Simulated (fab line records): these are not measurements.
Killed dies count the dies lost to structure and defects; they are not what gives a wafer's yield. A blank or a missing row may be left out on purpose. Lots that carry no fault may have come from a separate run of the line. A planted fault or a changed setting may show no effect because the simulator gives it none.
fab line records	flow nand_harc
record lots=6	wafers=18	last_day=32
route steps=1302 shown A_CONTACT@1091 END@1302
lots that met no fault: taken from a fault-free run of the same line
start_h: hours from the record's opening day to when the first of the lot's shown wafers began	wait_h: how many hours have passed since the lot's step before this one	" unchanged from the row above	L1.1+2: a single row standing in for several wafers	- no value, or no start was given	* or withheld: withheld	< > ~ a bound
route shown NAME@n: names a module that has steps shown in the file, with the first one's number in the route	usual: mean/standard deviation taken from wafers without a fault	same: alike in all rows	chamber/n: place in a boat	sites: per-site readings	_std_site: the standard deviation of these	_edge_site: the outer-site mean with the inner-site mean subtracted	radius_mm: how far each site lies from the wafer's centre	mask NAME#n: copy n	behind: tool/chamber where the wafer was last shaped	hold: reason for holding the lot/hours on hold/outcome of the hold	device: transistor that didn't switch, given as n, p or np	end of line: the tests these same wafers got at the end of their route	step lacking rows: just its recipe	killed: count of dies lost to structure and defects at first sort (not the wafer's yield)	map: per-die view of a wafer (x killed, . not killed, _ where there is no die)
set.NAME: the setting as run; set.NAME@STEP: as run at that earlier step	model.NAME: the simulator's own value behind a step, which no gauge read
lots seen at some steps along the route; tables by step, rows by wafer
services: from which hour (start_h, from the record's first day; less than 0 if before it) a tool's chamber was out of use, for how many hours, and why
## steps
# step NHARC_A_CONTACT_ETCH_139
# recipe source_w=withheld	pressure_mtorr=20	bias_v=400	time_s=195	target_depth_a=8400	ar_flow_sccm=withheld	c4f8_flow_sccm=11.5	o2_flow_sccm=7.2	chemistry=C4F8/O2/Ar
lot.wafer	tool	chamber	start_h	wait_h	rf_hours_counter_h
L541.2	har_cap_etch-02	1	550.06	0.2	95
L541.3	"	0	"	"	-
L541.5	"	1	"	"	-
L542.2	har_cap_etch-03	1	555.30	0.2	51
L542.1	"	0	"	"	51
L542.3	"	0	"	"	-
L551.2	har_cap_etch-02	0	629.81	0.3	110
L551.4	"	1	"	"	-
L551.5	"	0	"	"	-
L553.1	har_cap_etch-02	1	642.34	0.2	113
L553.4	"	1	"	"	-
L553.5	"	1	"	"	-
L554.1	har_cap_etch-01	1	650.33	0.2	29
L554.6	"	0	"	"	-
L554.5	"	1	"	"	-
L559.1	har_cap_etch-02	0	719.66	0.2	125
L559.4	"	1	"	"	-
L559.6	"	1	"	"	-
# step NHARC_A_CONTACT_ETCH_92
# recipe target_depth_a=400	over_etch_frac=0.5	time_s=85.7	ion_energy_ev=120	ch3f_flow_sccm=50	o2_flow_sccm=30	ar_flow_sccm=200	rf_w=500	bias_w=100	chemistry=CH3F/O2
# step NHARC_A_CONTACT_ETCH_98
# recipe target_depth_a=200	over_etch_frac=0.5	time_s=10	ion_energy_ev=250	c4f6_flow_sccm=25	o2_flow_sccm=20	ar_flow_sccm=500	rf_w=600	bias_w=500	chemistry=C4F6/O2
# usual drypump_motor_current_A=5.5/0.5	o2_flow_sccm=20.00/0.056	oes_product_au=0.953/0.019	rf_vpp_V=546.3/3	showerhead_plenum_p_Torr=3.90/0.14	throttle_valve_pct=26.903/0.0093
lot.wafer	tool	chamber	start_h	wait_h	drypump_motor_current_A	o2_flow_sccm	oes_product_au	rf_hours_counter_h	rf_vpp_V	showerhead_plenum_p_Torr	throttle_valve_pct
L541.2	rie_diel-03	0	-	-	6.3	19.93	0.941	25	543.0	3.76	26.915
L541.3	"	2	"	"	5.2	20.05	0.960	30	549.6	4.05	26.922
L541.5	"	0	"	"	6.3	20.00	0.933	-	544.1	3.76	26.883
L542.2	rie_diel-05	3	-	-	4.9	20.02	0.967	18	543.9	3.79	26.914
L542.1	"	0	"	"	5.5	19.99	0.963	25	545.9	3.84	26.898
L542.3	"	1	"	"	5.5	19.93	0.955	26	550.9	4.10	26.914
L551.4	rie_diel-05	2	-	-	5.8	19.91	0.940	2	545.6	3.90	26.914
L551.2	"	3	"	"	4.9	20.08	0.930	2	543.8	3.78	26.892
L551.5	"	2	"	"	5.8	19.93	0.933	-	546.6	3.90	26.906
L553.4	rie_diel-10	3	-	-	4.6	20.05	0.997	12	545.7	3.91	26.911
L553.1	"	0	"	"	5.5	19.96	1.000	13	545.6	3.90	26.903
L553.5	"	0	"	"	5.6	20.04	0.991	-	547.0	3.90	26.909
L554.1	rie_diel-05	1	-	-	5.5	20.13	0.942	6	548.5	4.09	26.902
L554.6	"	3	"	"	4.9	19.98	0.953	-	542.8	3.78	26.890
L554.5	"	0	"	"	5.5	19.92	0.947	-	545.7	3.83	26.905
L559.4	rie_diel-03	0	-	-	6.3	19.96	0.956	20	542.8	3.74	26.904
L559.1	"	1	"	"	6.2	20.01	0.945	27	552.2	4.17	26.913
L559.6	"	3	"	"	5.4	19.94	0.931	-	542.6	3.70	26.897
# step NHARC_A_CONTACT_CD_MEAS_15
# usual cd_nm=189.8/0.68
lot.wafer	tool	chamber	start_h	wait_h	cd_nm
L541.2	cd_sem-02	-	550.85	-	189.8
L541.3	"	-	"	"	189.3
L541.5	"	-	"	"	189.5
L542.1	cd_sem-02	-	556.08	-	189.6
L542.2	"	-	"	"	190.3
L542.3	"	-	"	"	190.5
L551.2	cd_sem-02	-	630.54	-	188.8
L551.4	"	-	"	"	189.8
L551.5	"	-	"	"	189.2
L553.1	cd_sem-03	-	643.19	-	190.0
L553.4	"	-	"	"	190.3
L553.5	"	-	"	"	190.3
L554.1	cd_sem-03	-	651.06	-	189.1
L554.5	"	-	"	"	189.4
L554.6	"	-	"	"	189.2
L559.1	cd_sem-01	-	720.40	-	188.8
L559.4	"	-	"	"	189.4
L559.6	"	-	"	"	188.8
# step NHARC_A_CONTACT_STRIP_107
# recipe n2_flow_sccm=150	h2_flow_sccm=150	ar_flow_sccm=0	bias_w=0	chemistry=N2/H2
# step NHARC_A_CONTACT_STRIP_108
# recipe cf4_flow_sccm=100	chf3_flow_sccm=30	ar_flow_sccm=0	bias_w=0	chemistry=CF4/CHF3
# step NHARC_A_CONTACT_STRIP_109
# recipe o2_flow_sccm=400	cos_flow_sccm=20	ar_flow_sccm=0	bias_w=0	chemistry=O2/COS
# step NHARC_A_CONTACT_ETCH_110
# recipe target_depth_a=600	overetch_a=60	time_s=33	ion_energy_ev=100	cf4_flow_sccm=80	o2_flow_sccm=20	ar_flow_sccm=0	rf_w=300	bias_w=100	chemistry=CF4/O2
# usual drypump_motor_current_A=5.5/0.54	o2_flow_sccm=20.00/0.063	oes_f_703_au=1.000/0.0047	oes_product_au=0.999/0.0095	rf_vpp_V=197.8/1.3	showerhead_plenum_p_Torr=1.33/0.053	throttle_valve_pct=13.397/0.0089
lot.wafer	tool	chamber	start_h	wait_h	drypump_motor_current_A	o2_flow_sccm	oes_f_703_au	oes_product_au	rf_hours_counter_h	rf_vpp_V	showerhead_plenum_p_Torr	throttle_valve_pct
L541.2	rie_diel-03	3	551.14	0.1	5.3	19.94	0.998	1.008	27	197.2	1.26	13.393
L541.3	"	1	"	"	6.2	19.99	0.997	1.009	28	199.5	1.44	13.398
L541.5	"	3	"	"	5.4	20.02	0.998	1.002	-	196.7	1.27	13.395
L542.3	rie_diel-10	0	556.38	0.1	5.5	20.04	0.997	1.004	39	198.0	1.33	13.393
L542.2	"	1	"	"	6.4	19.92	0.993	1.001	45	196.3	1.26	13.401
L542.1	"	2	"	"	6.1	19.99	1.002	1.000	48	199.7	1.42	13.399
L551.2	rie_diel-10	0	630.83	0.1	5.5	20.12	0.997	1.004	6	197.5	1.33	13.405
L551.4	"	3	"	"	4.7	20.03	1.002	0.996	6	198.7	1.33	13.420
L551.5	"	0	"	"	5.5	20.01	0.994	0.998	-	196.5	1.33	13.394
L553.4	rie_diel-05	3	643.48	0.1	4.9	19.99	0.996	1.000	7	197.5	1.28	13.396
L553.1	"	0	"	"	5.5	20.12	0.997	0.994	6	198.1	1.30	13.388
L553.5	"	0	"	"	5.5	20.03	0.993	0.988	-	196.5	1.30	13.398
L554.1	rie_diel-03	2	651.36	0.1	5.2	20.01	1.001	0.988	2	199.0	1.37	13.395
L554.6	"	1	"	"	6.2	19.95	1.002	0.997	-	199.0	1.43	13.403
L554.5	"	2	"	"	5.2	19.90	1.000	0.996	-	198.7	1.37	13.411
L559.4	rie_diel-05	1	720.70	0.1	5.5	19.90	1.005	0.999	19	198.0	1.39	13.410
L559.1	"	2	"	"	5.8	19.97	0.996	0.995	20	198.9	1.32	13.399
L559.6	"	3	"	"	4.9	19.90	0.998	1.002	-	196.7	1.28	13.388
# step NHARC_A_CONTACT_STRIP_26
# recipe o2_flow_sccm=500	ar_flow_sccm=0	bias_w=0	chemistry=O2
# usual drypump_motor_current_A=5.6/0.55	o2_flow_sccm=500.0/1.4	oes_product_au=0.999/0.0084	rf_vpp_V=57.8/1	showerhead_plenum_p_Torr=3.53/0.14	throttle_valve_pct=17.036/0.0093
lot.wafer	tool	chamber	start_h	wait_h	drypump_motor_current_A	o2_flow_sccm	oes_product_au	rf_hours_counter_h	rf_vpp_V	showerhead_plenum_p_Torr	throttle_valve_pct
L541.3	rie_diel-03	1	-	-	6.2	499.4	1.006	28	58.5	3.79	17.026
L541.2	"	3	"	"	5.3	499.9	1.005	27	56.9	3.35	17.034
L541.5	"	2	"	"	5.2	499.5	0.998	-	58.8	3.64	17.045
L542.1	rie_diel-10	2	-	-	6.1	502.0	0.995	48	57.9	3.74	17.031
L542.2	"	3	"	"	4.7	501.9	0.997	52	57.5	3.53	17.031
L542.3	"	1	"	"	6.5	498.8	1.001	45	56.3	3.35	17.041
L551.2	rie_diel-10	3	-	-	4.6	500.9	0.984	6	57.3	3.52	17.032
L551.4	"	1	"	"	6.4	501.5	0.991	3	56.9	3.34	17.038
L551.5	"	3	"	"	4.6	502.1	0.986	-	56.3	3.52	17.040
L553.1	rie_diel-05	1	-	-	5.5	501.3	1.004	6	59.1	3.68	17.038
L553.4	"	3	"	"	4.9	496.8	1.006	7	57.7	3.40	17.028
L553.5	"	0	"	"	5.5	501.1	1.001	-	56.0	3.44	17.042
L554.1	rie_diel-03	1	-	-	6.2	498.8	0.985	1	60.3	3.77	17.041
L554.6	"	0	"	"	6.3	504.0	1.002	-	58.7	3.37	17.037
L554.5	"	1	"	"	6.2	498.7	0.984	-	58.9	3.77	17.044
L559.4	rie_diel-05	0	-	-	5.5	499.0	0.993	18	58.2	3.44	17.044
L559.1	"	3	"	"	4.9	501.4	1.000	18	56.4	3.39	17.026
L559.6	"	1	"	"	5.5	499.5	0.995	-	59.7	3.67	17.024
# step NHARC_A_CONTACT_STRIP_27
# recipe time_s=600	temp_c=30	chemistry=post_etch_residue_remover
# step NHARC_A_CONTACT_ALD_18
# recipe target_thk_a=30	pulse_time_s=1	ald_cycles=150	temp_c=450	material=TiN
# usual heater_power_w=1051/130	precursor_pulse_height_rel=0.999/0.019	susceptor_temp_C=450.02/0.24
# same pulse_time_s=1
lot.wafer	tool	chamber	start_h	wait_h	heater_power_w	precursor_pulse_height_rel	susceptor_temp_C
L541.2	ald_metal-03	1	551.83	-	1247	1.013	450.05
L541.3	"	2	"	"	926	1.013	449.64
L541.5	"	0	"	"	980	0.986	450.24
L542.2	ald_metal-01	0	557.02	-	1128	0.978	449.75
L542.1	"	2	"	"	982	0.977	450.26
L542.3	"	2	"	"	1004	0.969	450.21
L551.4	ald_metal-03	3	631.51	-	972	1.007	449.56
L551.2	"	1	"	"	1304	0.974	450.17
L551.5	"	2	"	"	876	1.012	449.88
L553.4	ald_metal-03	2	644.16	-	893	1.000	450.11
L553.1	"	3	"	"	968	1.008	450.58
L553.5	"	2	"	"	881	1.003	449.93
L554.1	ald_metal-01	1	652.02	-	1124	0.999	450.46
L554.5	"	0	"	"	1155	1.024	449.86
L554.6	"	1	"	"	1133	0.976	450.30
L559.1	ald_metal-01	2	721.34	-	1056	1.021	450.26
L559.4	"	3	"	"	971	0.983	450.05
L559.6	"	2	"	"	1024	1.009	449.91
# step NHARC_A_CONTACT_CVD_19
# recipe target_thk_a=3000	temp_c=300	pressure_torr=40	wf6_flow_sccm=40	h2_flow_sccm=1600	ar_flow_sccm=1560	time_s=802	material=W
# step NHARC_A_CONTACT_CMP_20
# recipe t_overpolish_s=30	target_thk_nm=300
# usual motor_current_A=12.1/1.2	overpolish_run_s=30.000/0.011	time_to_endpoint_s=59/3.4
lot.wafer	tool	chamber	start_h	wait_h	motor_current_A	overpolish_run_s	time_to_endpoint_s
L541.2	cmp-04	3	554.78	1.2	13.9	29.996	59
L541.3	"	0	"	"	11.6	30.009	58
L541.5	"	1	"	"	10.1	30.010	60
L542.3	cmp-03	3	558.26	0.5	12.8	30.001	63
L542.2	"	1	"	"	12.7	30.000	61
L542.1	"	2	"	"	11.2	29.995	55
L551.4	cmp-03	2	632.64	0.6	10.8	30.008	52
L551.2	"	3	"	"	13.7	29.996	59
L551.5	"	0	"	"	12.5	29.989	35
L553.1	cmp-03	0	645.24	0.8	12.6	30.013	58
L553.4	"	2	"	"	10.9	29.995	54
L553.5	"	0	"	"	12.5	30.005	31
L554.1	cmp-04	2	653.14	0.7	12.9	29.995	64
L554.6	"	0	"	"	12.0	30.014	62
L554.5	"	1	"	"	10.2	29.992	60
L559.1	cmp-03	2	722.47	0.8	11.4	30.008	53
L559.4	"	0	"	"	12.3	30.009	58
L559.6	"	1	"	"	12.4	30.000	61
# step NHARC_END_SORT_01
# recipe temp_c=25
# usual killed_at_array=59/20	killed_at_other=0.8/1	killed_at_periphery=3.2/2.1	killed_dies=63/21	killed_open=3.0/1.9	killed_short=2.3/1.5
# same gross_dies=677
lot.wafer	tool	chamber	start_h	wait_h	killed_at_array	killed_at_other	killed_at_periphery	killed_dies	killed_open	killed_short
L541.2	prober-01	0	598.37	2.8	74	4	2	80	2	3
L541.3	prober-01	0	599.18	3.1	74	2	2	78	4	1
L541.5	prober-01	0	600.78	3.7	70	3	3	76	3	1
L542.1	prober-01	0	605.38	2.5	17	1	5	23	2	2
L542.2	prober-01	0	606.17	2.8	24	0	6	30	4	3
L542.3	prober-01	0	606.96	3.1	23	0	4	27	4	2
L551.2	prober-01	0	678.89	2.8	105	0	3	108	2	0
L551.4	prober-01	0	680.49	3.4	92	0	0	92	0	2
L551.5	prober-01	0	681.28	3.7	82	0	0	82	1	2
L553.1	prober-01	0	701.43	2.5	65	0	6	71	2	0
L553.4	prober-01	0	703.84	3.4	66	0	3	69	3	4
L553.5	prober-01	0	704.64	3.7	67	1	1	69	4	2
L554.1	prober-01	0	709.27	2.5	29	1	1	31	2	3
L554.5	prober-01	0	712.43	3.7	31	0	1	32	5	5
L554.6	prober-01	0	713.22	4.0	27	1	1	29	5	3
L559.1	prober-01	0	771.94	2.5	60	0	0	60	0	4
L559.4	prober-01	0	774.31	3.4	56	1	1	58	6	3
L559.6	prober-01	0	775.89	4.0	47	1	1	49	1	2
# killed by level:class
L541.2 A_SLIT:chamber_film_flake=36 A_CHANNEL_HOLE_D1:chamber_film_flake=22 A_CHANNEL_HOLE_D2:chamber_film_flake=6 A_CONTACT:chamber_film_flake=4 THIN_TSV:chamber_film_flake=3 A_CHANNEL_FILL_D1:geometric_particle:short=2 P_GATE:chamber_film_flake=2 A_ONON_D1:geometric_particle:short=1
L541.3 A_SLIT:chamber_film_flake=27 A_CHANNEL_HOLE_D1:chamber_film_flake=27 A_CHANNEL_HOLE_D2:chamber_film_flake=5 A_STAIRCASE:chamber_film_flake=5 A_CONTACT:chamber_film_flake=4 P_GATE:chamber_film_flake=2 THIN_TSV:chamber_film_flake=2 A_ONON_D2:geometric_particle:short=1
L541.5 A_SLIT:chamber_film_flake=25 A_CHANNEL_HOLE_D1:chamber_film_flake=22 A_CHANNEL_HOLE_D2:chamber_film_flake=10 A_WL_FILL:chamber_film_flake=4 A_STAIRCASE:chamber_film_flake=3 THIN_TSV:chamber_film_flake=3 A_CHANNEL_FILL_D2:chamber_film_flake=2 P_M0:geometric_particle:open=1
L542.1 A_CHANNEL_HOLE_D2:chamber_film_flake=11 P_M1:chamber_film_flake=4 P_M0:geometric_particle:open=1 A_CHANNEL_FILL_D1:geometric_particle:short=1 A_ONON_D2:geometric_particle:open=1 A_STAIRCASE:geometric_particle:short=1 A_CHANNEL_HOLE_D1:chamber_film_flake=1 THIN_TSV:chamber_film_flake=1
L542.2 A_CHANNEL_HOLE_D2:chamber_film_flake=11 P_M1:chamber_film_flake=4 A_CONTACT:chamber_film_flake=3 A_STAIRCASE:chamber_film_flake=2 P_CONTACT:geometric_particle:short=1 A_SOURCE_PLATE:geometric_particle:open=1 A_ONON_D1:geometric_particle:short=1 A_ONON_D1:geometric_particle:open=1
L542.3 A_CHANNEL_HOLE_D2:chamber_film_flake=13 A_DECK1_JOINT:chamber_film_flake=2 A_STAIRCASE:chamber_film_flake=2 P_CONTACT:geometric_particle:open=1 P_M1:geometric_particle:open=1 A_SOURCE_PLATE:geometric_particle:open=1 A_ONON_D1:geometric_particle:short=1 A_ONON_D2:geometric_particle:short=1
L551.2 A_SLIT:chamber_film_flake=34 A_CHANNEL_HOLE_D1:chamber_film_flake=25 A_CHANNEL_HOLE_D2:chamber_film_flake=18 A_STAIRCASE:chamber_film_flake=10 A_CONTACT:chamber_film_flake=10 A_SGD_CUT:chamber_film_flake=4 P_CONTACT:geometric_particle:open=2 A_ZERO_WELL:chamber_film_flake=2
L551.4 A_CHANNEL_HOLE_D1:chamber_film_flake=29 A_SLIT:chamber_film_flake=24 A_CHANNEL_HOLE_D2:chamber_film_flake=13 A_STAIRCASE:chamber_film_flake=10 A_CONTACT:chamber_film_flake=8 A_SGD_CUT:chamber_film_flake=3 A_DECK1_JOINT:geometric_particle:short=1 A_CONTACT:geometric_particle:short=1
L551.5 A_CHANNEL_HOLE_D1:chamber_film_flake=29 A_SLIT:chamber_film_flake=26 A_CONTACT:chamber_film_flake=8 A_STAIRCASE:chamber_film_flake=5 A_CHANNEL_HOLE_D2:chamber_film_flake=5 A_ZERO_WELL:chamber_film_flake=3 A_M1:chamber_film_flake=2 A_DECK1_JOINT:geometric_particle:short=1
L553.1 A_CHANNEL_HOLE_D1:chamber_film_flake=29 A_CHANNEL_HOLE_D2:chamber_film_flake=22 A_CONTACT:chamber_film_flake=8 P_GATE:chamber_film_flake=3 P_M0:chamber_film_flake=2 A_SLIT:chamber_film_flake=2 A_CHANNEL_FILL_D2:geometric_particle:open=1 A_BLC:geometric_particle:open=1
L553.4 A_CHANNEL_HOLE_D1:chamber_film_flake=27 A_CHANNEL_HOLE_D2:chamber_film_flake=19 A_CONTACT:chamber_film_flake=6 A_SLIT:chamber_film_flake=4 A_SGD_CUT:geometric_particle:short=2 P_M0:chamber_film_flake=2 A_CHANNEL_FILL_D1:chamber_film_flake=2 A_CHANNEL_HOLE_D1:geometric_particle:short=1
L553.5 A_CHANNEL_HOLE_D1:chamber_film_flake=28 A_CHANNEL_HOLE_D2:chamber_film_flake=20 A_CONTACT:chamber_film_flake=6 A_SLIT:chamber_film_flake=4 A_CHANNEL_FILL_D1:geometric_particle:open=2 A_CHANNEL_FILL_D1:chamber_film_flake=2 A_WL_FILL:chamber_film_flake=2 A_DECK1_JOINT:geometric_particle:short=1
L554.1 A_CHANNEL_HOLE_D1:chamber_film_flake=10 A_SLIT:chamber_film_flake=4 A_ZERO_WELL:chamber_film_flake=2 A_DECK1_JOINT:chamber_film_flake=2 A_SGD_CUT:chamber_film_flake=2 A_WL_FILL:chamber_film_flake=2 P_GATE:geometric_particle:open=1 A_DECK1_JOINT:geometric_particle:short=1
L554.5 A_CHANNEL_HOLE_D1:chamber_film_flake=16 A_DECK1_JOINT:geometric_particle:open=2 A_CHANNEL_FILL_D2:geometric_particle:short=2 A_SLIT:chamber_film_flake=2 P_M1:geometric_particle:open=1 A_ONON_D1:geometric_particle:short=1 A_ONON_D2:geometric_particle:open=1 A_SGD_CUT:geometric_particle:open=1
L554.6 A_CHANNEL_HOLE_D1:chamber_film_flake=11 A_CONTACT:chamber_film_flake=3 A_M0:geometric_particle:open=2 A_DECK1_JOINT:chamber_film_flake=2 A_SLIT:chamber_film_flake=2 A_ONON_D1:geometric_particle:short=1 A_CHANNEL_FILL_D1:geometric_particle:open=1 A_CHANNEL_FILL_D2:geometric_particle:open=1
L559.1 A_CHANNEL_HOLE_D2:chamber_film_flake=32 A_CONTACT:chamber_film_flake=8 A_SLIT:chamber_film_flake=7 A_M0:geometric_particle:short=3 A_BLC:chamber_film_flake=3 A_CHANNEL_HOLE_D1:chamber_film_flake=2 A_CHANNEL_FILL_D2:chamber_film_flake=2 A_SOURCE_PLATE:geometric_particle:short=1
L559.4 A_CHANNEL_HOLE_D2:chamber_film_flake=26 A_CONTACT:chamber_film_flake=6 A_SLIT:chamber_film_flake=5 A_CHANNEL_HOLE_D1:unspecified=3 A_STAIRCASE:chamber_film_flake=3 A_CHANNEL_FILL_D2:geometric_particle:open=2 A_CHANNEL_HOLE_D1:chamber_film_flake=2 A_BLC:chamber_film_flake=2
L559.6 A_CHANNEL_HOLE_D2:chamber_film_flake=30 A_SLIT:chamber_film_flake=5 A_CONTACT:chamber_film_flake=5 A_ONON_D2:geometric_particle:short=1 A_ONON_D2:geometric_particle:open=1 A_WL_FILL:geometric_particle:short=1 P_ZERO_WELL:chamber_film_flake=1 A_ZERO_WELL:chamber_film_flake=1
## services
tool	chamber	start_h	hours	kind
ald_metal-01	3	531.87	48.8	repair
ald_metal-01	1	547.48	10.9	repair
cmp-03	-	554.00	4.0	pm
ald_metal-03	-	568.08	10.0	pm
rie_diel-05	1	573.90	24.5	repair
ald_metal-01	3	583.93	7.1	repair
ald_metal-01	-	594.90	0.5	repair
rie_diel-10	-	598.42	9.0	pm
rie_diel-05	-	606.25	9.0	pm
rie_diel-03	0	613.32	12.3	repair
cmp-03	-	615.56	5.0	repair
ald_metal-03	2	631.75	1.8	repair
rie_diel-03	-	638.93	9.0	pm
cmp-03	-	640.89	1.0	repair
rie_diel-10	-	643.79	0.8	repair
cmp-03	-	652.00	4.0	pm
rie_diel-05	-	659.51	10.5	repair
cmp-03	-	665.00	0.8	repair
ald_metal-03	3	673.83	7.0	repair
rie_diel-03	-	677.90	0.5	repair
ald_metal-01	-	681.50	1.2	repair
rie_diel-05	0	685.51	4.9	repair
rie_diel-10	2	687.34	5.2	repair
rie_diel-05	2	687.88	1.9	repair
## key
first_sign step=NHARC_A_CONTACT_CMP_20	reading=time_to_endpoint_s	direction=down	sigmas=7.8	usual=*	struck=*
effect none on later readings
met_at NHARC_A_CONTACT_CMP_20
struck_wafers L551.5,L553.5
tester_left_out L551,L553
onset_between 558.26 632.64
fault kind=process_parameter_drift	tool=cmp-03	chamber=-	onset_h=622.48	steps=NHARC_A_CONTACT_CMP_20	channel=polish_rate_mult	offset=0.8	shape=step	end_h=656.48	scope=struck_wafers_only
# tester_left_out: of these lots the tester's yield and bins aren't shown, on N5 and GAA mostly nor the transistor test; their killed dies are dies lost to structure and defects alone, not to doping, threshold or leakage, so they don't give the yield
